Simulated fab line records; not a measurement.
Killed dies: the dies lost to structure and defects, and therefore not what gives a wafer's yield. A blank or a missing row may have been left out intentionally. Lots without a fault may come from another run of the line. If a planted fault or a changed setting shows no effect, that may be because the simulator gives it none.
Chamber matching :: flow n5_finfet :: rie_diel-04 running N5_BEOL_M3_STRIP_36: 4 sister chambers
The step strips in N2/H2. 16 wafers are shown with their chamber, then 8 later ones without.

WAFERS, EACH WITH ITS CHAMBER
wafer: L075.1
chamber: 2
drypump_motor_current_A (A): 6.1
showerhead_plenum_p_Torr (Torr): 2.70
throttle_valve_pct (%): 23.87

wafer: L075.2
chamber: 1
drypump_motor_current_A (A): 5.2
showerhead_plenum_p_Torr (Torr): 2.50
throttle_valve_pct (%): 23.40

wafer: L075.6
chamber: 2
drypump_motor_current_A (A): 6.1
showerhead_plenum_p_Torr (Torr): 2.70
throttle_valve_pct (%): 23.87

wafer: L077.2
chamber: 1
drypump_motor_current_A (A): 5.2
showerhead_plenum_p_Torr (Torr): 2.50
throttle_valve_pct (%): 23.45

wafer: L077.5
chamber: 3
drypump_motor_current_A (A): 6.2
showerhead_plenum_p_Torr (Torr): 2.47
throttle_valve_pct (%): 24.28

wafer: L077.6
chamber: 2
drypump_motor_current_A (A): 6.1
showerhead_plenum_p_Torr (Torr): 2.69
throttle_valve_pct (%): 23.87

wafer: L079.2
chamber: 2
drypump_motor_current_A (A): 6.2
showerhead_plenum_p_Torr (Torr): 2.69
throttle_valve_pct (%): 23.88

wafer: L079.3
chamber: 0
drypump_motor_current_A (A): 4.8
showerhead_plenum_p_Torr (Torr): 2.72
throttle_valve_pct (%): 23.32

wafer: L079.4
chamber: 3
drypump_motor_current_A (A): 6.2
showerhead_plenum_p_Torr (Torr): 2.47
throttle_valve_pct (%): 24.31

wafer: L083.3
chamber: 1
drypump_motor_current_A (A): 5.2
showerhead_plenum_p_Torr (Torr): 2.50
throttle_valve_pct (%): 23.41

wafer: L083.5
chamber: 1
drypump_motor_current_A (A): 5.2
showerhead_plenum_p_Torr (Torr): 2.50
throttle_valve_pct (%): 23.42

wafer: L083.6
chamber: 0
drypump_motor_current_A (A): 4.8
showerhead_plenum_p_Torr (Torr): 2.72
throttle_valve_pct (%): 23.32

wafer: L081.1
chamber: 2
drypump_motor_current_A (A): 6.1
showerhead_plenum_p_Torr (Torr): 2.69
throttle_valve_pct (%): 23.88

wafer: L081.4
chamber: 3
drypump_motor_current_A (A): 6.2
showerhead_plenum_p_Torr (Torr): 2.46
throttle_valve_pct (%): 24.29

wafer: L081.5
chamber: 1
drypump_motor_current_A (A): 5.2
showerhead_plenum_p_Torr (Torr): 2.50
throttle_valve_pct (%): 23.44

wafer: L090.1
chamber: 0
drypump_motor_current_A (A): 4.8
showerhead_plenum_p_Torr (Torr): 2.71
throttle_valve_pct (%): 23.36

SIGNATURES (means of the wafers above)
reading: drypump_motor_current_A
chamber 0: 4.800
chamber 1: 5.200
chamber 2: 6.120
chamber 3: 6.200
scatter within a chamber: 0.0258

reading: showerhead_plenum_p_Torr
chamber 0: 2.7167
chamber 1: 2.5000
chamber 2: 2.6940
chamber 3: 2.4667
scatter within a chamber: 0.00459

reading: throttle_valve_pct
chamber 0: 23.3333
chamber 1: 23.4240
chamber 2: 23.8740
chamber 3: 24.2933
scatter within a chamber: 0.0168
Rule: a wafer lies at a distance from a chamber equal to the root of the sum of squares, over the readings, of (its reading less the chamber's mean, divided by the reading's scatter). If the next closest chamber is less than 2 further off than the closest, the wafer can't be placed; otherwise it belongs to the closest. The scatter is the square root of a quotient: the sum, over the shown wafers, of each reading's squared deviation from its chamber's mean, divided by wafers minus chambers.

WAFERS WITHOUT THEIR CHAMBER
wafer: L090.3
drypump_motor_current_A (A): 5.2
showerhead_plenum_p_Torr (Torr): 2.49
throttle_valve_pct (%): 23.44

wafer: L090.4
drypump_motor_current_A (A): 6.2
showerhead_plenum_p_Torr (Torr): 2.68
throttle_valve_pct (%): 23.88

wafer: L092.1
drypump_motor_current_A (A): 6.2
showerhead_plenum_p_Torr (Torr): 2.46
throttle_valve_pct (%): 24.33

wafer: L092.4
drypump_motor_current_A (A): 4.8
showerhead_plenum_p_Torr (Torr): 2.71
throttle_valve_pct (%): 23.36

wafer: L092.6
drypump_motor_current_A (A): 6.2
showerhead_plenum_p_Torr (Torr): 2.46
throttle_valve_pct (%): 24.30

wafer: L097.2
drypump_motor_current_A (A): 6.2
showerhead_plenum_p_Torr (Torr): 2.45
throttle_valve_pct (%): 24.34

wafer: L097.3
drypump_motor_current_A (A): 5.2
showerhead_plenum_p_Torr (Torr): 2.49
throttle_valve_pct (%): 23.27

wafer: L097.5
drypump_motor_current_A (A): 4.8
showerhead_plenum_p_Torr (Torr): 2.70
throttle_valve_pct (%): 23.37

WHICH CHAMBER EACH ONE RAN IN
wafer: L090.3
from the rows above: 1
in truth: 1

wafer: L090.4
from the rows above: 2
in truth: 2

wafer: L092.1
from the rows above: 3
in truth: 3

wafer: L092.4
from the rows above: 0
in truth: 0

wafer: L092.6
from the rows above: 3
in truth: 3

wafer: L097.2
from the rows above: 3
in truth: 3

wafer: L097.3
from the rows above: 1
in truth: 1

wafer: L097.5
from the rows above: 0
in truth: 0
Correctly placed: 8 of 8. Left unplaced by these rows: 0. 0 placed wrongly.
